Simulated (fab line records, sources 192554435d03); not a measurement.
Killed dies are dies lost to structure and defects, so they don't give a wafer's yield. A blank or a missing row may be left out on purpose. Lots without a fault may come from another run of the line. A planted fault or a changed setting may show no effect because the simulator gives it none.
Chamber matching | flow n5_finfet | N5_MOL_CONTACT_COAG_CO_FILL_22 on cvd_co-02: 3 sister chambers
The step material Co, precursor CCTBA/H2, target thk 20 nm. 3 wafers are shown with their chamber, then 9 later ones without.

WAFERS WITH THEIR CHAMBER
wafer  | chamber | heater_power_w (W)
L964.6 | 0       | 231
L966.1 | 1       | 258
L966.6 | 2       | 217

WAFERS WITHOUT THEIR CHAMBER
wafer  | heater_power_w (W)
L968.3 | 250
L968.5 | 223
L968.6 | 250
L972.3 | 233
L972.5 | 260
L972.6 | 231
L973.2 | 260
L973.5 | 241
L973.6 | 249

WHICH CHAMBER EACH WENT THROUGH
wafer  | from the rows above     | in truth
L968.3 | can't be placed: 1 or 0 | 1
L968.5 | can't be placed: 2 or 0 | 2
L968.6 | can't be placed: 1 or 0 | 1
L972.3 | 0                       | 0
L972.5 | 1                       | 1
L972.6 | 0                       | 0
L973.2 | 1                       | 1
L973.5 | can't be placed: 0 or 1 | 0
L973.6 | can't be placed: 1 or 0 | 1
Placed correctly: 4 of 9. Can't be placed from these rows: 5 (the true chamber is among the candidates in 5). Placed wrongly: 0.
How it was worked out, from the rows above alone: a wafer's distance from a chamber is the root of the sum, over the readings, of the square of ((its reading less the chamber's mean) divided by the reading's scatter). The wafer belongs to the nearest chamber; if the next one is less than 2 further off, it can't be placed. A chamber's mean is the mean of its shown wafers. The scatter: with one shown wafer a chamber, the root of the mean of the squares of how far each hidden wafer lies from its nearest shown one.
